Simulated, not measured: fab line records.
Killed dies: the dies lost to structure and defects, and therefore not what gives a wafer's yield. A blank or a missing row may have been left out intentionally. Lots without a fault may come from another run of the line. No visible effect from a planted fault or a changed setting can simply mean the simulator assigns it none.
Which of the tools did it? | flow n5-finfet | 10 lots, 30 wafers sampled, at 3 steps of a route of 1938

== WHAT EACH GAUGE READ, for each wafer ==
N5_BEOL_M5_INSPECT_58: inspects for defects (darkfield). Usual: raw-defect-count at 73, with a standard deviation of 21.
lot  | measured     | on                | raw-defect-count | flag
L107 | day 8 22:22  | defect-inspect-02 | 51 49 96         |
L108 | day 9 00:52  | defect-inspect-02 | 53 78 76         |
L109 | day 9 09:40  | defect-inspect-01 | 70 67 61         |
L110 | day 9 14:03  | defect-inspect-01 | 68 48 53         |
L117 | day 10 19:07 | defect-inspect-02 | 70 67 87         |
L127 | day 13 17:37 | defect-inspect-01 | 60 69 65         |
L124 | day 14 00:14 | defect-inspect-02 | 91 70 54         |
L128 | day 14 01:33 | defect-inspect-01 | 35 88 87         |
L129 | day 14 05:58 | defect-inspect-02 | 38 57 41         |
L130 | day 14 10:05 | defect-inspect-02 | 110 99 117       |

== WHAT TOOL EACH LOT RAN ON (gives the tool, then ch and the chambers of the sampled wafers, and finally the start) ==
lot  | N5_BEOL_M5_ANNEAL_51             | N5_BEOL_M5_CMP_52
L107 | rtp-anneal-01 ch 0, day 8 21:20  | cmp-04 ch 1,2, day 8 21:38
L108 | rtp-anneal-01 ch 0, day 8 23:59  | cmp-02 ch 0,1,3, day 9 00:22
L109 | rtp-anneal-02 ch 0, day 9 08:44  | cmp-04 ch 0,1,3, day 9 09:04
L110 | rtp-anneal-01 ch 0, day 9 13:10  | cmp-02 ch 0,2,3, day 9 13:25
L117 | rtp-anneal-01 ch 0, day 10 18:12 | cmp-02 ch 0,3, day 10 18:29
L127 | rtp-anneal-01 ch 0, day 13 16:41 | cmp-02 ch 0,1,2, day 13 16:59
L124 | rtp-anneal-01 ch 0, day 13 23:14 | cmp-02 ch 0,2,3, day 13 23:35
L128 | rtp-anneal-01 ch 0, day 14 00:32 | cmp-02 ch 0,1, day 14 00:55
L129 | rtp-anneal-02 ch 0, day 14 05:02 | cmp-03 ch 1,2,3, day 14 05:18
L130 | rtp-anneal-02 ch 0, day 14 09:02 | cmp-04 ch 0,3, day 14 09:17
- N5_BEOL_M5_ANNEAL_51: time 90 s.
- N5_BEOL_M5_CMP_52: polishes, stops on SiCOH lowk, t overpolish 6.9 s, target thk 62 nm.

== WHAT THE TOOLS THEMSELVES READ (means of the sampled wafers that have a number; where no wafer has one, the mark that the record gives instead) ==
N5_BEOL_M5_ANNEAL_51. Usual: wafer_temp_C_max at 226.38, with a standard deviation of 0.29.
lot  | tool          | wafer_temp_C_max | flag
L107 | rtp-anneal-01 | 226.84           |
L108 | rtp-anneal-01 | 226.57           |
L109 | rtp-anneal-02 | 226.53           |
L110 | rtp-anneal-01 | 226.37           |
L117 | rtp-anneal-01 | 226.40           |
L127 | rtp-anneal-01 | 226.84           |
L124 | rtp-anneal-01 | 226.35           |
L128 | rtp-anneal-01 | 226.24           |
L129 | rtp-anneal-02 | 226.08           |
L130 | rtp-anneal-02 | 226.24           |

N5_BEOL_M5_CMP_52. Usual: barrier-field-endpoint-s 24.8 s, standard deviation 0.69; clearing-platen-down-force-psi 1.5002 psi, standard deviation 0.003; motor-current-A 6.0 A, standard deviation 0.49; overpolish-run-s 6.900 s, standard deviation 0.0082; pad-life-wafers 1386, standard deviation 530; time-to-endpoint-s 62 s, standard deviation 3.3.
lot  | tool   | barrier-field-endpoint-s (s) | clearing-platen-down-force-psi (psi) | motor-current-A (A) | overpolish-run-s (s) | pad-life-wafers | time-to-endpoint-s (s) | flag
L107 | cmp-04 | 24.2                         | 1.4984                               | 5.8                 | 6.898                | 482             | 58                     |
L108 | cmp-02 | 24.4                         | 1.5014                               | 5.6                 | 6.906                | 986             | 59                     |
L109 | cmp-04 | 24.4                         | 1.4982                               | 6.4                 | 6.897                | 590             | 61                     |
L110 | cmp-02 | 24.8                         | 1.5010                               | 6.0                 | 6.900                | 1112            | 66                     |
L117 | cmp-02 | 24.2                         | 1.5045                               | 5.8                 | 6.901                | 1310            | 61                     |
L127 | cmp-02 | 25.8                         | 1.5010                               | 5.9                 | 6.901                | 1898            | 63                     |
L124 | cmp-02 | 25.1                         | 1.4989                               | 6.1                 | 6.902                | 1946            | 60                     |
L128 | cmp-02 | 24.8                         | 1.5016                               | 5.7                 | 6.907                | 1970            | 59                     |
L129 | cmp-03 | 25.0                         | 1.5000                               | 6.2                 | 6.906                | 19              | 62                     |
L130 | cmp-04 | 25.2                         | 1.4976                               | 6.8                 | 6.906                | 1687            | 65                     |

== THE ANSWER, worked out from the rows above alone ==
Rule: lot off if the mean of its wafers having a number is beyond 3 standard deviations from the usual mean. Also off: a lot with no number at a reading for which 4 or more lots have one. All remaining lots with rows at the step are treated as sound. First the gauges in route order, then the tools' own readings, where a lot's mean is used as printed above. The first step at which some lot is off is used, and at that step the reading that is off furthest; a lot without a number counts as furthest.
No lot is off on any of the readings shown, so nothing can be concluded from this.

== WHAT HAD BEEN PUT IN BY THE SIMULATOR ==
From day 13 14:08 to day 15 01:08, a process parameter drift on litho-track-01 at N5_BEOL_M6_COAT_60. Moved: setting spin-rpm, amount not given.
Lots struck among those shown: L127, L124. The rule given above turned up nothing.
